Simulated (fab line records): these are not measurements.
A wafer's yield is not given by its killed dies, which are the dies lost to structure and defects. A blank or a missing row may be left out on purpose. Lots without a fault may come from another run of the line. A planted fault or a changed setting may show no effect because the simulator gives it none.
Which tool did it?	flow nand harc	Sampling: 24 lots, 72 wafers, 5 of 1159 route steps

## WHAT THE GAUGES READ, wafer by wafer
NHARC_A_SGD_CUT_INSPECT_11. Usual: 18 for raw defect count, sd 10.
lot	measured	on	raw defect count	flag
L074	day 13 19:44	defect inspect-01	17 22 21	
L077	day 14 13:00	defect inspect-01	3 6 6	
L075	day 14 13:02	defect inspect-02	25 19 25	
L076	day 14 19:38	defect inspect-01	8 7 7	
L080	day 15 01:10	defect inspect-02	21 13 23	
L079	day 14 19:41	defect inspect-02	8 6 6	
L078	day 15 00:50	defect inspect-02	6 7 15	
L081	day 15 07:59	defect inspect-02	29 19 21	
L083	day 15 23:59	defect inspect-01	13 9 11	
L082	day 16 00:23	defect inspect-02	37 33 20	
L084	day 16 13:41	defect inspect-02	8 11 18	
L085	day 16 13:32	defect inspect-01	26 28 15	
L086	day 17 02:25	defect inspect-02	14 17 15	
L087	day 17 02:16	defect inspect-01	37 49 42	
L088	day 17 03:15	defect inspect-02	8 11 4	
L090	day 17 12:47	defect inspect-02	31 28 37	
L089	day 17 12:58	defect inspect-01	4 16 21	
L091	day 18 03:04	defect inspect-01	24 28 30	
L092	day 18 02:55	defect inspect-01	18 10 10	
L093	day 18 05:44	defect inspect-02	11 7 5	
L094	day 18 23:55	defect inspect-02	22 30 32	
L095	day 18 23:44	defect inspect-01	13 15 15	
L097	day 18 23:18	defect inspect-02	27 33 30	
L096	day 19 11:28	defect inspect-01	14 9 14	

NHARC_A_SGD_CUT_THK_MEAS_22: measures by ellipsometry. Usual: 148.1 nm for thk nm, sd 1.4.
lot	measured	on	thk nm (nm)	flag
L074	day 14 03:20	film metro-02	147.7 149.6 150.3	
L077	day 14 21:49	film metro-01	149.7 149.2 150.3	
L075	day 14 21:49	film metro-02	149.7 146.6 150.6	
L076	day 15 01:25	film metro-02	150.0 148.4 148.2	
L080	day 15 08:48	film metro-02	147.7 147.8 148.5	
L079	day 15 01:25	film metro-01	149.9 146.1 150.0	
L078	day 15 08:48	film metro-01	150.9 146.9 150.6	
L081	day 15 14:01	film metro-02	147.5 146.3 147.1	
L083	day 16 05:47	film metro-01	147.9 149.1 147.1	
L082	day 16 05:49	film metro-02	149.8 149.4 147.4	
L084	day 16 22:58	film metro-01	148.6 147.9 148.5	
L085	day 16 22:56	film metro-01	148.2 149.9 149.6	
L086	day 17 08:04	film metro-02	146.3 146.7 148.0	
L087	day 17 08:04	film metro-01	149.3 148.1 149.8	
L088	day 17 08:05	film metro-02	147.8 148.9 146.3	
L090	day 17 18:49	film metro-02	146.3 150.4 148.3	
L089	day 17 18:48	film metro-01	143.7 146.2 147.1	
L091	day 18 08:56	film metro-01	148.1 147.7 147.8	
L092	day 18 08:56	film metro-01	148.5 149.1 147.7	
L093	day 18 08:56	film metro-02	150.0 150.9 148.0	
L094	day 19 05:04	film metro-02	148.0 146.0 147.1	
L095	day 19 05:04	film metro-01	146.1 146.6 148.2	
L097	day 19 05:04	film metro-02	147.9 149.1 147.6	
L096	day 19 18:01	film metro-01	147.3 147.6 147.6	

## WHICH TOOL RAN EACH LOT (tool, then ch and the chambers of the sampled wafers, then the start)
lot	NHARC_A_STAIRCASE_DEP_301	NHARC_A_STAIRCASE_DEP_471	NHARC_A_SGD_CUT_ETCH_16
L074	pecvd-02 ch 0,1, day 11 18:56	pecvd-03 ch 0,2, day 13 18:12	rie diel-13 ch 0,1,3, day 14 03:20 or earlier
L077	pecvd-03 ch 0,2, day 12 11:01	pecvd-02 ch 0,2, day 14 11:28	rie diel-10 ch 2,3, day 14 21:49 or earlier
L075	pecvd-02 ch 0,1,2, day 12 11:52	pecvd-03 ch 0,1,2, day 14 11:43	rie diel-13 ch 0,1, day 14 21:49 or earlier
L076	pecvd-02 ch 0,1, day 12 15:36	pecvd-03 ch 0,1,2, day 14 18:04	rie diel-11 ch 0,3, day 15 01:25 or earlier
L080	pecvd-03 ch 0,1, day 12 20:52	pecvd-03 ch 1,2, day 14 23:36	rie diel-11 ch 0,1,2, day 15 08:48 or earlier
L079	pecvd-03 ch 1,2, day 12 21:38	pecvd-03 ch 0,1, day 14 18:14	rie diel-13 ch 1,2,3, day 15 01:25 or earlier
L078	pecvd-03 ch 1,2, day 13 00:35	pecvd-01 ch 0,1, day 14 23:26	rie diel-10 ch 0,2, day 15 08:48 or earlier
L081	pecvd-01 ch 1,2, day 13 04:35	pecvd-03 ch 0,1, day 15 06:39	rie diel-10 ch 1,2,3, day 15 14:01 or earlier
L083	pecvd-03 ch 1,2, day 13 23:29	pecvd-02 ch 0,1,2, day 15 22:37	rie diel-13 ch 0,1,2, day 16 05:47 or earlier
L082	pecvd-02 ch 0,1, day 14 01:12	pecvd-03 ch 0,1,2, day 15 22:52	rie diel-11 ch 0,2, day 16 05:49 or earlier
L084	pecvd-02 ch 0,1,2, day 14 05:57	pecvd-03 ch 0,1, day 16 12:08	rie diel-13 ch 0,3, day 16 22:58 or earlier
L085	pecvd-03 ch 0,1,2, day 14 08:13	pecvd-01 ch 0,1, day 16 11:55	rie diel-10 ch 0,3, day 16 22:56 or earlier
L086	pecvd-02 ch 0,2, day 14 19:46	pecvd-02 ch 0,1, day 17 00:49	rie diel-11 ch 0,1,2, day 17 08:04 or earlier
L087	pecvd-02 ch 0,1,2, day 14 20:13	pecvd-01 ch 1,2, day 17 00:43	rie diel-13 ch 0,2,3, day 17 08:04 or earlier
L088	pecvd-01 ch 0,1, day 15 02:55	pecvd-02 ch 0,2, day 17 01:22	rie diel-10 ch 1,3, day 17 08:05 or earlier
L090	pecvd-03 ch 0,1,2, day 15 11:56	pecvd-01 ch 0,1,2, day 17 11:15	rie diel-13 ch 1,3, day 17 18:49 or earlier
L089	pecvd-01 ch 0,1, day 15 14:08	pecvd-03 ch 0,1,2, day 17 11:28	rie diel-10 ch 0,1,3, day 17 18:48 or earlier
L091	pecvd-03 ch 0,1, day 16 00:07	pecvd-01 ch 0,1, day 18 01:28	rie diel-10 ch 1,2, day 18 08:56 or earlier
L092	pecvd-01 ch 0,1, day 16 01:50	pecvd-02 ch 0,1, day 18 01:27	rie diel-11 ch 0,3, day 18 08:56 or earlier
L093	pecvd-01 ch 0,1, day 16 06:57	pecvd-03 ch 0,1,2, day 18 04:20	rie diel-11 ch 1,2,3, day 18 08:56 or earlier
L094	pecvd-02 ch 1,2, day 16 18:23	pecvd-02 ch 0,1,2, day 18 22:04	rie diel-11 ch 0,1,3, day 19 05:04 or earlier
L095	pecvd-03 ch 0,2, day 16 19:57	pecvd-03 ch 0,1,2, day 18 22:04	rie diel-10 ch 0,2, day 19 00:41
L097	pecvd-01 ch 0, day 16 20:17	pecvd-03 ch 1,2, day 18 21:55	rie diel-11 ch 0,2, day 19 05:04 or earlier
L096	pecvd-01 ch 0,1, day 17 03:37	pecvd-01 ch 0,1,2, day 19 09:56	rie diel-13 ch 1,2,3, day 19 18:01 or earlier
- NHARC_A_STAIRCASE_DEP_301: deposits SiON, target thk 30 nm.
- NHARC_A_STAIRCASE_DEP_471: deposits SiO2, target thk 100 nm.
- NHARC_A_SGD_CUT_ETCH_16: etches the open film in C4F8/O2/Ar, target depth 310.5 nm, time 155.2 s.

## AS READ BY THE TOOLS THEMSELVES (means over the sampled wafers that have a number; for cases with no such wafer, the mark the record gives instead)
NHARC_A_STAIRCASE_DEP_301. Usual: 752 W for heater power w, sd 66.
lot	tool	heater power w (W)	flag
L074	pecvd-02	844	
L077	pecvd-03	746	
L075	pecvd-02	774	
L076	pecvd-02	823	
L080	pecvd-03	738	
L079	pecvd-03	657	
L078	pecvd-03	771	
L081	pecvd-01	768	
L083	pecvd-03	715	
L082	pecvd-02	767	
L084	pecvd-02	779	
L085	pecvd-03	718	
L086	pecvd-02	803	
L087	pecvd-02	755	
L088	pecvd-01	760	
L090	pecvd-03	676	
L089	pecvd-01	754	
L091	pecvd-03	731	
L092	pecvd-01	701	
L093	pecvd-01	715	
L094	pecvd-02	736	
L095	pecvd-03	697	
L097	pecvd-01	723	
L096	pecvd-01	708	

NHARC_A_STAIRCASE_DEP_471. Usual: heater power w 568 W, standard deviation 65; throttle valve pct 15.6 %, standard deviation 0.79.
lot	tool	heater power w (W)	throttle valve pct (%)	flag
L074	pecvd-03	522	14.7	
L077	pecvd-02	592	17.1	
L075	pecvd-03	567	15.2	
L076	pecvd-03	538	15.4	
L080	pecvd-03	550	15.1	
L079	pecvd-03	580	15.5	
L078	pecvd-01	522	15.1	
L081	pecvd-03	533	16.1	
L083	pecvd-02	590	15.8	
L082	pecvd-03	563	15.3	
L084	pecvd-03	519	15.7	
L085	pecvd-01	504	14.9	
L086	pecvd-02	609	16.0	
L087	pecvd-01	657	16.8	
L088	pecvd-02	654	16.0	
L090	pecvd-01	611	15.8	
L089	pecvd-03	567	15.3	
L091	pecvd-01	483	15.1	
L092	pecvd-02	613	16.0	
L093	pecvd-03	528	15.6	
L094	pecvd-02	655	16.0	
L095	pecvd-03	559	15.5	
L097	pecvd-03	547	15.6	
L096	pecvd-01	596	15.3	

NHARC_A_SGD_CUT_ETCH_16. Usual: oes product au 0.973 a.u., standard deviation 0.016; rf vpp V 726 V, standard deviation 3.2.
lot	tool	oes product au (a.u.)	rf vpp V (V)	flag
L074	rie diel-13	0.987	726	
L077	rie diel-10	0.973	727	
L075	rie diel-13	0.982	729	
L076	rie diel-11	0.995	724	
L080	rie diel-11	0.985	725	
L079	rie diel-13	0.982	726	
L078	rie diel-10	0.958	727	
L081	rie diel-10	0.987	727	
L083	rie diel-13	0.951	729	
L082	rie diel-11	0.976	722	
L084	rie diel-13	0.992	723	
L085	rie diel-10	0.976	725	
L086	rie diel-11	0.975	724	
L087	rie diel-13	0.962	725	
L088	rie diel-10	0.937	727	
L090	rie diel-13	0.976	727	
L089	rie diel-10	0.970	725	
L091	rie diel-10	0.950	726	
L092	rie diel-11	0.990	724	
L093	rie diel-11	0.981	723	
L094	rie diel-11	0.980	725	
L095	rie diel-10	0.974	725	
L097	rie diel-11	0.975	724	
L096	rie diel-13	0.967	727	

## THE ANSWER, worked out from the rows above alone
Rule: a lot counts as off when the mean over its wafers that have a number is more than 3 standard deviations away from the usual mean. A lot without any number at a reading at which 4 lots or more have one is off too. Any other lot the step has rows for is counted as sound. First the gauges in route order, then the tools' own readings, where a lot's mean is used as printed above. The first step at which some lot is off is used, and at that step the reading that is off furthest; a lot without a number counts as furthest.
No lot is off at any reading shown: from this, nothing can be told.

## WHAT WAS PUT IN BY THE SIMULATOR
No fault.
